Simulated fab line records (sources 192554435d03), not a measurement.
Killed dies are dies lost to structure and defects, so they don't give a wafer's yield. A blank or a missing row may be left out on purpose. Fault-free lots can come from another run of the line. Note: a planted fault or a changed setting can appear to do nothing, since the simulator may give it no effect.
8D (eight disciplines) problem report, filled in by code -- flow n5 finfet -- the parts of the form that need people (team, actions taken, sign-off) are left out

1. THE ISSUE
Mean of run length s at N5_BEOL_M1_VIA_ETCH_34: 79.6 s across 6 wafers in 2 lots; on wafers with no fault it is 87.6 s (standard deviation 0.39). Measured from the usual mean, that is -21 standard deviations.
The step: etches the open film in C4F6/O2, target depth 67.8 nm, time 64.4 s.
Seen first at day 9 00:15 on rie diel-06, wafer L844.4. Wafers with a number at this step in the record: 27, from 9 lots. By rule, "out" or "out of limits" means more than 4 standard deviations away from the usual mean. The rest of the wafers with a number are treated as sound.

2. WHAT THIS IS AND IS NOT
question,is,is not
which readings at this step,run length s,"oes product au, rf vpp V, showerhead plenum p Torr, throttle valve pct"
which lots,"L844, L845","L836, L837, L850, L851, L855, L856, L857"
which wafers of those lots,all that have a number,-
read on which tools,rie diel-06,"rie diel-01, rie diel-03"
when,from day 9 00:15,"up to then (6 sound wafers); but 15 sound wafers of L850, L851, L855, L856, L857 came after"

3. THE SUSPECTS, EACH WITH WHAT RULES IT OUT
Counting: a tool at a process step up to the reading stays a suspect if it ran every lot that is out and no sound lot after the first of them.
- rie diel-06 at N5_BEOL_M1_ETCHBACK_99 (etches SiO2 in CHF3, target depth 5 nm, time 10.4 s): kept. Every lot that is out went through it, starting with L844 (day 9 00:07), and after that it ran no sound lot; the last sound lot it ran before then is L837 (day 7 14:05).
- rie diel-06 at N5_BEOL_M1_VIA_ETCH_34 (etches the open film in C4F6/O2, target depth 67.8 nm, time 64.4 s): kept. Every lot that is out went through it, starting with L844 (day 9 00:15), and after that it ran no sound lot; the last sound lot it ran before then is L837 (day 7 14:13). Its own run length s readings are out on those wafers.
What counting leaves: rie diel-06 at N5_BEOL_M1_ETCHBACK_99 and rie diel-06 at N5_BEOL_M1_VIA_ETCH_34.

4. THE CAUSE (what the simulator had put in)
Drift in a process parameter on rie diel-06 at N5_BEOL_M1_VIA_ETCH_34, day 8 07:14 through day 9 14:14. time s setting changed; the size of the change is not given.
Counting leaves 2 suspects; this tool is one of them.

5. SEQUENCE OF EFFECTS, ordered by route
One row per reading whose mean, taken over the struck wafers that have a number, lies over 3 standard deviations from the usual. Scope: only readings with a usual standard deviation given in the record; hours: median across lots of the time from each lot's start at the first step in this table that gives one to its start at this step; sigmas: change in usual standard deviations.
hours,step,reading,usual,on struck wafers,change,sigmas
0,N5_BEOL_M1_VIA_ETCH_34,run length s,87.6 s,79.6,-8.0,-21
Its process steps:
- N5_BEOL_M1_VIA_ETCH_34: etches the open film in C4F6/O2, target depth 67.8 nm, time 64.4 s.
Later measuring or inspecting steps at which every struck wafer that the step has a row for has a number for every such reading, and none has moved that far: N5_BEOL_M4_RC_MEAS_101.

6. HOW IT WOULD HAVE BEEN CAUGHT EARLIER
The fault began at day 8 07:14; the first out-of-limits reading in this record came at day 9 00:15, 17 hours later.
